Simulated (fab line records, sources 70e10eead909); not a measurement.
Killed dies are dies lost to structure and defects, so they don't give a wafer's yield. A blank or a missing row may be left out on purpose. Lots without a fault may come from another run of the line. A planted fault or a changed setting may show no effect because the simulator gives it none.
Which tool did it? | flow nand_harc | 12 lots, 36 wafers sampled, at 1 step of a route of 1302

WHAT THE GAUGES READ, wafer by wafer
NHARC_A_ONON_D1_THK_MEAS_11: measures by ellipsometry.
lot  | measured     | on            | thk_nm (nm)
L075 | day 8 04:09  | film_metro-02 | 1019 1018 1019
L077 | day 9 04:49  | film_metro-02 | 997 995 998
L079 | day 9 22:37  | film_metro-01 | 1006 1008 1007
L081 | day 10 16:17 | film_metro-01 | 1025 1024 1024
L083 | day 11 13:20 | film_metro-01 | 998 998 998
L085 | day 12 07:09 | film_metro-02 | 995 996 996
L087 | day 13 05:26 | film_metro-01 | 995 996 996
L088 | day 14 00:20 | film_metro-01 | 985 985 986
L091 | day 14 21:50 | film_metro-01 | 1003 1003 1000
L093 | day 15 20:56 | film_metro-02 | 1020 1021 1020
L095 | day 16 16:50 | film_metro-01 | 984 983 983
L097 | day 17 09:16 | film_metro-02 | 1016 1018 1018

WHICH TOOL RAN EACH LOT (tool, then ch and the chambers of the sampled wafers, then the start)
The record holds no process step before these readings.

THE ANSWER, worked out from the rows above alone
Rule: what is usual is taken from the lots themselves. Put in order of their means at a reading, lots are off if they are a third of the lots or fewer, leave a main group of 4 or more, and stand apart from it by a gap of 3 or more times the standard deviation of the main group's means; of several such gaps the widest counts. A main group whose means are all the same, to the digits that the tables above print for the reading, isn't used. A lot without any number at a reading at which 4 lots or more have one is off too. The other lots that the step has rows for count as sound.
No lot is off at any reading shown: from this, nothing can be told.

WHAT THE SIMULATOR HAD PUT IN
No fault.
